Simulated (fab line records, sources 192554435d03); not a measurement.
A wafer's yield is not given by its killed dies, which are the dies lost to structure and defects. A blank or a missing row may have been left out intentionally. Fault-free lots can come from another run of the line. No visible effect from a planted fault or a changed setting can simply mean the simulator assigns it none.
A struck lot beside a sound one || flow n5-finfet || 15 steps out of a route of 1938
Sound: wafers L277.1, L277.3, L277.4. Wafers struck: L295.1, L295.2, L295.3. Last of all comes the cause.
Order at every step that has rows: each side's tool, ch and its chambers, its first start. Under that, the readings that differ: sound wafers || struck wafers || difference of the means || sigmas: that difference in standard deviations of wafers without a fault.
alike: a reading whose means differ by less than 2 such deviations, as well as words and numbers matching on both sides. not compared: withheld readings; readings where some wafer has no value; bounds like >300 that might hide an equal value; numbers whose values overlap and for which the record gives no deviation.
Wherever a step has rows on one side only, a row that says differs or no value, or a row with sigmas, the two part there. When numbers do not overlap yet have no deviation, they are printed without sigmas and do not part them. A reading missing from all wafers of one side parts the sides only when that side holds two or more wafers.

first, 8 steps without rows for these wafers: N5_BEOL_M7_COAT_59 (time 60 s, resist thk 100 nm); N5_BEOL_M7_COAT_60 (time 60 s, resist thk 35 nm); N5_BEOL_M7_COAT_05 (resist thk 90 nm); N5_BEOL_M7_EBR_07; N5_BEOL_M7_SOFTBAKE_06 (time 60 s); N5_BEOL_M7_EXPOSE_08 (exposes mask M7); N5_BEOL_M7_PEB_09 (peb time 60 s); N5_BEOL_M7_DEVELOP_10 (develop time 30 s).
N5_BEOL_M7_CD_MEAS_11: target cd 38.5 nm.
  sound on cd-sem-02 ch 0, day 9 17:49; struck on cd-sem-03 ch 0, day 13 17:29
  alike: cd-nm
N5_BEOL_M7_OVL_MEAS_12:
  sound on overlay-01 ch 0, day 9 17:50; struck on overlay-02 ch 0, day 13 17:31
  alike: M7_OVL
N5_BEOL_M7_INSPECT_13: inspects for defects (brightfield).
  sound: defect-inspect-01 at day 9 17:52; struck: defect-inspect-02 at day 13 17:32
  alike: raw-defect-count
N5_BEOL_M7_DESCUM_16: chemistry O2, time 7.9 s.
  sound on rie-diel-03 ch 0,1,2, day 9 17:54; struck on rie-diel-03 ch 0,2,3, day 13 17:44
  alike: drypump-motor-current-A, oes-product-au, rf-vpp-V, showerhead-plenum-p-Torr, throttle-valve-pct
  not compared: rf-hours-counter-h
N5_BEOL_M7_ETCH_61: etches SiARC in CF4, target depth 45.5 nm, time 75.8 s.
  sound on rie-diel-03 ch 0,1,2, day 9 17:56; struck on rie-diel-03 ch 0,2,3, day 13 17:46
{"reading": "etch-rf-on-time-s (s)", "sound": "81.1 76.7 73.3", "struck": "61.3 60.5 65.8", "difference": -14.5, "sigmas": -5}
{"reading": "oes-product-au (a.u.)", "sound": "0.58 0.59 0.71", "struck": "0.89 0.76 0.81", "difference": "+0.19", "sigmas": "+3"}
{"reading": "rf-fwd-power-W (W)", "sound": "537.9 539.0 539.3", "struck": "668.2 669.1 668.0", "difference": "+129.7", "sigmas": "+72"}
{"reading": "rf-vpp-V (V)", "sound": "184.6 185.4 183.9", "struck": "171.6 171.8 172.3", "difference": -12.7, "sigmas": -11}
  alike: drypump-motor-current-A, showerhead-plenum-p-Torr, throttle-valve-pct
  not compared: rf-hours-counter-h
N5_BEOL_M7_ETCH_62: etches SOC in N2/H2, target depth 110 nm, overetch 22 nm, time 165 s.
  sound on rie-diel-03 ch 0,1,2, day 9 17:59; struck on rie-diel-03 ch 0,2,3, day 13 17:49
  alike: drypump-motor-current-A, oes-product-au, rf-fwd-power-W, rf-vpp-V, showerhead-plenum-p-Torr, throttle-valve-pct
  not compared: rf-hours-counter-h
next, for these wafers, 1 step has no rows: N5_PASSIVATION_PROBE_49.

WHERE THEY PART
Within this record, at N5_BEOL_M7_ETCH_61 only. Later steps at which nothing parts them and some readings are alike: N5_BEOL_M7_ETCH_62.

WHY: what had been put in by the simulator
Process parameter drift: rie-diel-03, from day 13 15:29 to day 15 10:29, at N5_BEOL_M7_ETCH_61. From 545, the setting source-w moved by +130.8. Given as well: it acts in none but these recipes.
